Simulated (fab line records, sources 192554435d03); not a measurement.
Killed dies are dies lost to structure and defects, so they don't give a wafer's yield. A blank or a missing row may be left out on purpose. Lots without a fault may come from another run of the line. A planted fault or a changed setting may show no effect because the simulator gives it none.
Problem report in the 8D (eight disciplines) form, filled by code | flow n5_finfet | the parts of the form that need people (team, actions taken, sign-off) are left out

1. THE PROBLEM
spin_speed_rpm at N5_BEOL_M14_COAT_22 reads a mean of 3127.1 rpm on 6 wafers of 2 lots; wafers without a fault read 2887.8 rpm with a standard deviation of 1.8. That is +99 or more standard deviations from the usual mean.
The step: resist thk 300 nm.
First seen on wafer L802.1, day 13 21:26, on litho_track-04. The record holds 33 wafers of 11 lots with a number at this step. Rule for "out", or "out of limits": more than 4 standard deviations from the usual mean. The other wafers with a number count as sound.

2. WHAT IT IS AND WHAT IT IS NOT
question                    | is                     | is not
which readings at this step | spin_speed_rpm         | -
which lots                  | L802, L807             | L796, L799, L801, L803, L805, L813, L814, L815, L816
which wafers of those lots  | all that have a number | -
read on which tools         | litho_track-04         | litho_track-01, litho_track-05
when                        | from day 13 21:26      | up to then (12 sound wafers); but 15 sound wafers of L805, L813, L814, L815, L816 came after

3. SUSPECTS, AND WHAT RULES EACH OUT
Counting: a tool at a process step up to the reading stays a suspect if it ran every lot that is out and no sound lot after the first of them.
- litho_track-04 at N5_BEOL_M14_COAT_22 (resist thk 300 nm): kept. It ran every lot that is out, first L802 (day 13 21:26), and no sound lot after that; its last sound lot up to then is L803 (day 13 21:07). Its own readings are out on those wafers: spin_speed_rpm.
Left after counting: litho_track-04 at N5_BEOL_M14_COAT_22.

4. THE CAUSE (what the simulator had put in)
Process parameter drift: litho_track-04, from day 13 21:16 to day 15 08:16, at N5_BEOL_M14_COAT_22. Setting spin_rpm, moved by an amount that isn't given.
Counting left only this tool.

5. THE CHAIN OF EFFECTS, in route order
Each row: a reading whose mean over the struck wafers that have a number lies more than 3 standard deviations from the usual. Only readings for which the record gives a usual standard deviation are gone through. hours: the time from each lot's start at the first step in this table that gives one to its start at this step, as a median over the lots. sigmas: the change in usual standard deviations.
hours | step                | reading        | usual      | on struck wafers | change | sigmas
0     | N5_BEOL_M14_COAT_22 | spin_speed_rpm | 2887.8 rpm | 3127.1           | +239.3 | +99 or more
The process steps in it:
- N5_BEOL_M14_COAT_22: resist thk 300 nm.
Later measuring or inspecting steps at which every struck wafer that the step has a row for has a number for every such reading, and none has moved that far: N5_BEOL_M14_INSPECT_30.

6. WHAT WOULD HAVE CAUGHT IT SOONER
In this record the first reading out of limits was taken at day 13 21:26, 0 hours after the fault began at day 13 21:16.
